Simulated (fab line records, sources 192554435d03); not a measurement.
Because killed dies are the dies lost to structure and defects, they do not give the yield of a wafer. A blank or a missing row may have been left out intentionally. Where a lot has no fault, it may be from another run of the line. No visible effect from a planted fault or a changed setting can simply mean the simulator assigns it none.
Lot-split experiment | flow n5_finfet | on a route of 1938 steps: 7 lots, 21 wafers read

== ON THE SPLIT ==
At N5_BEOL_M1_EXPOSE_25 (exposes mask V0, defocus 5 nm, target cd 24 nm), the setting dose_mj was moved away from the recipe's 63 on 7 of the 21 wafers read, by -5.9% to +6.1%. This setting was run at the recipe's value on the other wafers.

== FROM THE SPLIT TO THE READING: what the file shows between them, 2 steps ==
- N5_BEOL_M1_PEB_26: peb time 60 s
- N5_BEOL_M1_DEVELOP_27: develop time 30 s

== THE READING ==
cd_nm, in nm, at N5_BEOL_M1_CD_MEAS_28 (target cd y 23.3 nm). A value of 24.08 nm with a standard deviation of 0.27 nm is what fault-free wafers of this fab line usually give.

wafer  | tool, chamber at the split | dose_mj as run | against the recipe | cd_nm, nm | against lot-mates on the recipe
L077.2 | euv_scanner-02, 0          | 63             | recipe             | 24.58     | -
L077.4 | euv_scanner-02, 0          | 65             | +3.2%              | 24.82     | +0.61
L077.6 | euv_scanner-02, 0          | 63             | recipe             | 23.84     | -
L084.2 | euv_scanner-01, 0          | 63             | recipe             | 24.11     | -
L084.3 | euv_scanner-01, 0          | 63             | recipe             | 24.17     | -
L084.5 | euv_scanner-01, 0          | 63             | recipe             | 24.30     | -
L089.1 | euv_scanner-02, 0          | 63             | recipe             | 24.07     | -
L089.4 | euv_scanner-02, 0          | 66.86          | +6.1%              | 25.49     | +1.42
L089.6 | euv_scanner-02, 0          | 66.86          | +6.1%              | 25.50     | +1.43
L090.4 | euv_scanner-01, 0          | 59.32          | -5.8%              | 23.34     | -0.46
L090.5 | euv_scanner-01, 0          | 59.32          | -5.8%              | 23.08     | -0.72
L090.6 | euv_scanner-01, 0          | 63             | recipe             | 23.80     | -
L093.1 | euv_scanner-02, 0          | 63             | recipe             | 24.25     | -
L093.3 | euv_scanner-02, 0          | 63             | recipe             | 24.22     | -
L093.6 | euv_scanner-02, 0          | 63             | recipe             | 23.93     | -
L092.1 | euv_scanner-02, 0          | 63             | recipe             | 24.36     | -
L092.3 | euv_scanner-02, 0          | 63             | recipe             | 24.02     | -
L092.4 | euv_scanner-02, 0          | 63             | recipe             | 23.98     | -
L096.2 | euv_scanner-02, 0          | 59.26          | -5.9%              | 22.94     | -1.15
L096.3 | euv_scanner-02, 0          | 63             | recipe             | 24.09     | -
L096.6 | euv_scanner-02, 0          | 59.26          | -5.9%              | 22.92     | -1.17

THE FIT
A straight line over all 21 wafers: cd_nm changes by +0.197 nm for each +1% of dose_mj; r = +0.96; the points scatter about the line by 0.2 nm.
The same after taking each lot's own level away (the mean of its wafers on the recipe; 21 wafers): +0.181 nm for each +1%; r = +0.94; scatter 0.23 nm.
According to that fit, moving dose_mj by its largest amount changes the reading by 1.1 nm.
Measured against the standard deviation above, the lots' own levels, which go from 23.800 to 24.210 nm, span 1.5 times it.
So the lot-to-lot level changes the slope little: the two slopes agree.
Check: with one of the wafers moved furthest among these (+6.1%) left out of the fit, the line predicts +1.1 nm for it against its lot-mates. It came out at +1.42 nm against them.

== THE OTHER SPLITS THESE WAFERS WENT THROUGH ==
Other splits were also applied to these wafers ahead of the reading. Each is held against what the fit with the lots' levels taken away leaves over:
other split on the same wafers            | wafers away from the commonest value | r with cd_nm (lot level and that fit taken away)
N5_SDB_COAT_05 spin_rpm                   | 5                                    | +0.01
N5_HKMG_FIN_COAT_66 spin_rpm              | 8                                    | +0.23
N5_MOL_CONTACT_COAG_CVD_140 target_thk_a  | 9                                    | +0.02
N5_BEOL_M0_SAQP_SPACER1_ALD_98 ald_cycles | 6                                    | -0.07
N5_BEOL_M0_SAQP_ETCH_106 target_depth_a   | 4                                    | +0.53
N5_BEOL_M0_ETCH_138 source_w              | 7                                    | +0.24
N5_BEOL_M0_TRENCH_ETCH_107 target_depth_a | 5                                    | +0.00

== THE WHOLE CHAIN: every reading that the file lists as answering this split, in the file's order ==
step                   | what it does                                                       | reading                                                        | change (the file's fit)               | r (the file's)
N5_BEOL_M1_CD_MEAS_28  | target cd y 23.3 nm                                                | cd_nm                                                          | +0.18 nm for each +1% of the setting  | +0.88
N5_BEOL_M1_VIA_ETCH_34 | etches the open film in C4F6/O2, target depth 67.8 nm, time 64.4 s | BEOL_M1.cd_nm (the simulator's own value, which no gauge read) | +0.213 nm for each +1% of the setting | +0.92

== THE FILE'S OWN FIT ==
cd_nm changes by +0.18 nm for each +1% of dose_mj, r = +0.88.
